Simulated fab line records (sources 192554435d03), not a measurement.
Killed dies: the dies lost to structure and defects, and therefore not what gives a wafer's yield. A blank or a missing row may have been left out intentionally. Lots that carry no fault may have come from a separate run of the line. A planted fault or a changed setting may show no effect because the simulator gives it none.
Split-lot trial | flow n5-finfet | on a route of 1938 steps: 7 lots, 21 wafers read

== ABOUT THE SPLIT ==
At N5_MIM_BOT_LITHO_EXPOSE_05 (exposes mask MIM BOT), the setting dose-mj was moved away from the recipe's 24.25 on 7 of the 21 wafers read, by -7.3% to +3.8%. This setting was run at the recipe's value on the other wafers.

== FROM THE SPLIT TO THE READING: what the file shows between them, 3 steps ==
- N5_MIM_BOT_LITHO_PEB_06
- N5_MIM_BOT_LITHO_DEVELOP_07: develop time 60 s
- N5_MIM_BOT_LITHO_HARDBAKE_09: time 120 s

== THE READING ==
cd-nm (nm) at N5_MIM_BOT_LITHO_CD_MEAS_08, where the cd target is 3000 nm. On this fab line, fault-free wafers typically give 2999.5 nm with a standard deviation of 1.5 nm.

wafer  | tool, chamber at the split | dose-mj as run | against the recipe | cd-nm, nm | against lot-mates on the recipe
L076.1 | krf-scanner-02, 0          | 22.58          | -6.9%              | 2984.5    | -10.7
L076.2 | krf-scanner-02, 0          | 22.58          | -6.9%              | 2983.5    | -11.7
L076.6 | krf-scanner-02, 0          | 24.25          | recipe             | 2995.2    | -
L082.2 | krf-scanner-01, 0          | 24.25          | recipe             | 2999.1    | -
L082.3 | krf-scanner-01, 0          | 24.25          | recipe             | 3001.5    | -
L082.4 | krf-scanner-01, 0          | 24.25          | recipe             | 3001.1    | -
L089.2 | krf-scanner-02, 0          | 24.25          | recipe             | 2999.0    | -
L089.3 | krf-scanner-02, 0          | 24.25          | recipe             | 2997.7    | -
L089.5 | krf-scanner-02, 0          | 24.25          | recipe             | 2999.1    | -
L087.2 | krf-scanner-02, 0          | 25.18          | +3.8%              | 3003.5    | +4.4
L087.3 | krf-scanner-02, 0          | 25.18          | +3.8%              | 3004.5    | +5.4
L087.6 | krf-scanner-02, 0          | 24.25          | recipe             | 2999.1    | -
L092.1 | krf-scanner-02, 0          | 22.47          | -7.3%              | 2986.3    | -16.1
L092.3 | krf-scanner-02, 0          | 24.25          | recipe             | 3002.4    | -
L092.6 | krf-scanner-02, 0          | 22.47          | -7.3%              | 2986.1    | -16.3
L094.1 | krf-scanner-02, 0          | 24.25          | recipe             | 2998.3    | -
L094.3 | krf-scanner-02, 0          | 22.76          | -6.1%              | 2990.2    | -8.4
L094.4 | krf-scanner-02, 0          | 24.25          | recipe             | 2998.9    | -
L097.1 | krf-scanner-02, 0          | 24.25          | recipe             | 3000.3    | -
L097.3 | krf-scanner-02, 0          | 24.25          | recipe             | 2999.1    | -
L097.5 | krf-scanner-02, 0          | 24.25          | recipe             | 2998.0    | -

FIT RESULTS
A straight line over all 21 wafers: cd-nm changes by +1.79 nm for each +1% of dose-mj; r = +0.96; the points scatter about the line by 1.9 nm.
The same after taking each lot's own level away (the mean of its wafers on the recipe; 21 wafers): +1.75 nm for each +1%; r = +0.97; scatter 1.5 nm.
On that fit, the largest move of dose-mj shifts the reading by 13 nm.
The lots' own levels span 2995.20 to 3002.40 nm, that is 4.8 times the standard deviation above.
Hence the lot-to-lot level has little effect on the slope; both slopes agree.
Check: with one of the wafers moved furthest among these (-7.3%) left out of the fit, the line predicts -12.4 nm for it against its lot-mates. Against them it came out at -16.1 nm.

== OTHER SPLITS ON THESE WAFERS ==
These wafers also went through other splits before the reading. Each is held against what the fit with the lots' levels taken away leaves over:
other split on the same wafers    | wafers away from the commonest value | r with cd-nm (lot level and that fit taken away)
N5_BEOL_M14_PEB_08 peb-temp-c     | 9                                    | +0.47
N5_BEOL_M15_TRENCH_ETCH_34 bias-w | 10                                   | +0.40

== THE FILE'S OWN FIT ==
cd-nm changes by +1.73 nm for each +1% of dose-mj, r = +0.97.
